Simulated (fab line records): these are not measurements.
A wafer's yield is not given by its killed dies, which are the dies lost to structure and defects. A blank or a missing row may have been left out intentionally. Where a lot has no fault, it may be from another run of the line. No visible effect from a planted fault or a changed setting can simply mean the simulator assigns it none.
Comparing a struck lot with a sound one + flow n5Finfet + 38 steps out of a route of 1938
Sound: these wafers, L877.1, L877.3, L877.4. The struck wafers were L865.4, L865.5, L865.6. The cause comes at the end.
At each step with rows: each side's tool, then ch and its chambers, then its first start. Under that, the readings that differ: sound wafers + struck wafers + difference of the means + sigmas: that difference in standard deviations of wafers without a fault.
alike: a reading whose means differ by less than 2 such deviations, as well as words and numbers matching on both sides. not compared: withheld readings; readings where some wafer has no value; bounds like >300 that might hide an equal value; numbers whose values overlap and for which the record gives no deviation.
A row with sigmas, a row that says differs or no value, or rows on one side alone: a step with any of these is where the two part. When numbers do not overlap yet have no deviation, they are printed without sigmas and do not part them. Lack of a reading on every wafer of one side parts them only where that side has two or more wafers.

first, 8 steps without rows for these wafers: N5_BEOL_M2_ECD_50 (material Cu, target thk 300 nm); N5_BEOL_M2_ANNEAL_51 (time 90 s); N5_BEOL_M2_CMP_52 (polishes, stops on SiOC, t overpolish 6.8 s, target thk 40 nm); N5_BEOL_M2_PRE_CLEAN_60 (time 15 s); N5_BEOL_M2_CO_CAP_55 (material Co, precursor CCTBA/H2, target thk 2 nm, time 102.1 s); N5_BEOL_M2_PRE_CLEAN_56 (time 15 s); N5_BEOL_M2_DEP_57 (deposits SiCN from 3MS/NH3, target thk 8 nm, time 14 s); N5_BEOL_M3_ILD_DEP_00 (deposits SiOC from DEMS/O2, target thk 79 nm, time 15.3 s).
N5_BEOL_M3_PECVD_72: deposits SiO2 from TEOS/O2, target thk 16 nm, time 18 s.
  sound on pecvd-04 ch 0,1, day 13 05:00; struck on pecvd-03 ch 0,1,2, day 9 20:43
  alike: heaterPowerW, showerheadPlenumPTorr, susceptorTempC, throttleValvePct
then, 10 steps without rows for these wafers: N5_BEOL_M3_HM_DEP_02 (deposits TiN, target thk 20 nm); N5_BEOL_M3_COAT_61 (time 60 s, resist thk 60 nm); N5_BEOL_M3_COAT_62 (time 60 s, resist thk 12 nm); N5_BEOL_M3_COAT_73 (time 60 s, resist thk 5 nm); N5_BEOL_M3_COAT_05 (resist thk 30 nm); N5_BEOL_M3_EBR_07; N5_BEOL_M3_SOFTBAKE_06 (time 60 s); N5_BEOL_M3_EXPOSE_08 (exposes mask M3); N5_BEOL_M3_PEB_09 (peb time 60 s); N5_BEOL_M3_DEVELOP_10 (develop time 30 s).
N5_BEOL_M3_INSPECT_13: inspects for defects (brightfield).
  sound: defectInspect-01 at day 13 05:32; struck: defectInspect-02 at day 9 21:14
| reading        | sound       | struck       | difference | sigmas |
|----------------|-------------|--------------|------------|--------|
| rawDefectCount | 397 519 321 | 1064 923 982 | +577       | +7     |
then, 15 steps without rows for these wafers: N5_BEOL_M3_DESCUM_16 (chemistry O2, time 7 s); N5_BEOL_M3_ETCH_74 (etches underlayer in N2/H2, target depth 6.5 nm, time 5.2 s); N5_BEOL_M3_ETCH_63 (etches SiARC in CF4, target depth 15.6 nm, time 26 s); N5_BEOL_M3_ETCH_64 (etches SOC in N2/H2, target depth 75 nm, overetch 15 nm, time 112.5 s); N5_BEOL_M3_STRIP_65 (strips in N2/H2); N5_BEOL_M3_STRIP_75 (strips in N2/H2); N5_BEOL_M3_STRIP_66 (strips in CF4); N5_BEOL_M3_HM_OPEN_17 (chemistry Cl2/BCl3, target TiN, target depth 20 nm, overetch 6 nm); N5_BEOL_M3_STRIP_19 (strips in O2); N5_BEOL_M3_COAT_67 (time 60 s, resist thk 60 nm); N5_BEOL_M3_COAT_68 (time 60 s, resist thk 12 nm); N5_BEOL_M3_COAT_76 (time 60 s, resist thk 5 nm); N5_BEOL_M3_COAT_22 (resist thk 30 nm); N5_BEOL_M3_EBR_24; N5_BEOL_M3_SOFTBAKE_23 (time 60 s).
N5_BEOL_M3_INSPECT_30: inspects for defects (brightfield).
  sound: defectInspect-02 at day 13 06:40; struck: defectInspect-02 at day 9 22:14
| reading        | sound       | struck       | difference | sigmas |
|----------------|-------------|--------------|------------|--------|
| rawDefectCount | 418 518 361 | 1057 926 972 | +553       | +7     |
N5_BEOL_M4_RC_MEAS_101:
  sound on prober-02 ch 0, day 14 17:56; struck on prober-01 ch 0, day 10 22:05
  alike: DIBL_N, DIBL_P, IOFF_N, IOFF_P, ION_N, ION_P, SS_N, SS_P, VT_N, VT_P
-- record jumps: 4 days separate the struck wafers' starts on either side; left off in module BEOL_M4, taken up again in module PASSIVATION, whose first shown step is the route's number 1936 --
N5_PASSIVATION_PROBE_49:
  the record has rows for the struck wafers here (prober-02, day 15 06:05) and none for the sound ones

## WHERE THEY PART
Last at N5_PASSIVATION_PROBE_49 as far as this record goes, first at N5_BEOL_M3_INSPECT_13.

WHY: the cause the simulator had injected
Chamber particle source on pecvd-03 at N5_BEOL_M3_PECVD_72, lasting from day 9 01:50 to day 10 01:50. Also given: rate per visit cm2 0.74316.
